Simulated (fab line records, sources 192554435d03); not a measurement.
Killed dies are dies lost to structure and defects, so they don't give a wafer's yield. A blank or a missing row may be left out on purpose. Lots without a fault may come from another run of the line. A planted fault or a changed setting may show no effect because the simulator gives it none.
Chamber matching | flow n5_finfet | N5_BEOL_M4_PRE_CLEAN_60 on cvd_co-02: 3 sister chambers
The step time 15 s. 6 wafers are shown with their chamber, then 12 later ones without.

WAFERS WITH THEIR CHAMBER
wafer  | chamber | heater_power_w (W)
L087.1 | 1       | 77
L087.4 | 2       | 96
L087.5 | 0       | 79
L092.4 | 0       | 80
L092.5 | 1       | 78
L092.6 | 2       | 93

WAFERS WITHOUT THEIR CHAMBER
wafer  | heater_power_w (W)
L093.2 | 94
L093.4 | 95
L093.5 | 81
L094.2 | 79
L094.4 | 98
L094.6 | 80
L097.4 | 96
L097.5 | 95
L097.6 | 81
L096.2 | 82
L096.4 | 78
L096.6 | 79

WHICH CHAMBER EACH WENT THROUGH
wafer  | from the rows above     | in truth
L093.2 | 2                       | 2
L093.4 | 2                       | 2
L093.5 | can't be placed: 0 or 1 | 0
L094.2 | can't be placed: 0 or 1 | 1
L094.4 | 2                       | 2
L094.6 | can't be placed: 0 or 1 | 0
L097.4 | 2                       | 2
L097.5 | 2                       | 2
L097.6 | can't be placed: 0 or 1 | 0
L096.2 | can't be placed: 0 or 1 | 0
L096.4 | can't be placed: 1 or 0 | 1
L096.6 | can't be placed: 0 or 1 | 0
Placed correctly: 5 of 12. Can't be placed from these rows: 7 (the true chamber is among the candidates in 7). Placed wrongly: 0.
How it was worked out, from the rows above alone: a wafer's distance from a chamber is the root of the sum, over the readings, of the square of ((its reading less the chamber's mean) divided by the reading's scatter). The wafer belongs to the nearest chamber; if the next one is less than 2 further off, it can't be placed. A chamber's mean is the mean of its shown wafers. The scatter: the root of (the sum of the squares of (reading less its chamber's mean) over the shown wafers, divided by (wafers less chambers)).
